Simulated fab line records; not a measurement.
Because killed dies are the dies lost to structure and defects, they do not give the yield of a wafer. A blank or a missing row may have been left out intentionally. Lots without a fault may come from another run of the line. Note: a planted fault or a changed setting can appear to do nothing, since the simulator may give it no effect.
A sampling plan put to the test	flow n5_finfet	each of the 7 faults these records tell of, on one fab line, judged from the records of the lots it struck
Plan = the line's own looks (route steps where a gauge or an inspection reads the wafer without altering it). Where struck wafers have a number at a look and the file lists that look's usual mean and standard deviation on fault-free wafers, the look can be judged. Caught: the struck wafers' mean, at a look after the fault's first step, is 4 or more of those standard deviations (sigma) away from the usual mean. On the tool: the test repeated on the tool's own readings taken at the fault's steps. It also counts as caught if the struck wafers ran another recipe or if their record alone is blank.

## THE FAULTS, as the simulator had put them in
1. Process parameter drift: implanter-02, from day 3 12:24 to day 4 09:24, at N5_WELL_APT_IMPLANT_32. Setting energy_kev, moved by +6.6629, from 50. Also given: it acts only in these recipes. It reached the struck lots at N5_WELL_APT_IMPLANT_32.
2. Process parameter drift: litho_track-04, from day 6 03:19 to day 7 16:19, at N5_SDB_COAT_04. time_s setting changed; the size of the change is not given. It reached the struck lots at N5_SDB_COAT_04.
3. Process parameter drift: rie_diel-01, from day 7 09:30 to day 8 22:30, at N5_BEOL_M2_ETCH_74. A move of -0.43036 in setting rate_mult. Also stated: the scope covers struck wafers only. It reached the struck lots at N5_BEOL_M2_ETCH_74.
4. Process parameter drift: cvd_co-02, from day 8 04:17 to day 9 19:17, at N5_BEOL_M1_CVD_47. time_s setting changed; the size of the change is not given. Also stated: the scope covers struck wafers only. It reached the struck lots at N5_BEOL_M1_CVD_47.
5. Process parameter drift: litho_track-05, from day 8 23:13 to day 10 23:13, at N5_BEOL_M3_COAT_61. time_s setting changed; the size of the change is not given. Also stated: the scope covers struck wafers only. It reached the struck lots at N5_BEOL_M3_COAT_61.
6. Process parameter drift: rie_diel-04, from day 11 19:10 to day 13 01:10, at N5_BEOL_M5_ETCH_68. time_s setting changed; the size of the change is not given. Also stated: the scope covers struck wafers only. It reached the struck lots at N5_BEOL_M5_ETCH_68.
7. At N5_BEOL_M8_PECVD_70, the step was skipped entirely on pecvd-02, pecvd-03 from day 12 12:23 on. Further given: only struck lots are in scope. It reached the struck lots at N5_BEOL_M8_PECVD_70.

## WHAT THE PLAN SAW
fault	on the tool itself	first look that catches it	reading, sigma	median hours from its first step to that look	hours from the fault's start to the first struck lot there	judged looks passed uncaught
1	beam_energy_keV +99 or beyond sigma	not the one look that can be judged after it	-	-	-	1
2	run_length_s -60 sigma	not the one look that can be judged after it	-	-	-	1
3	etch_rf_on_time_s +45 sigma	not the one look that can be judged after it	-	-	-	1
4	run_length_s +99 or beyond sigma	not the one look that can be judged after it	-	-	-	1
5	run_length_s +99 or beyond sigma	none of the 2 looks that can be judged after it	-	-	-	2
6	run_length_s +12 sigma	no look after it can be judged	-	-	-	0
7	the tool's record is blank for the struck wafers	no look after it can be judged	-	-	-	0
A dash: the fault isn't caught, or these records don't give the number.

Caught at a look: 0 of 7. Caught on the tool: 7 of 7. By one or the other: 7 of 7.
Faults caught by the tool alone: 1, 2, 3, 4, 5, 6, 7.
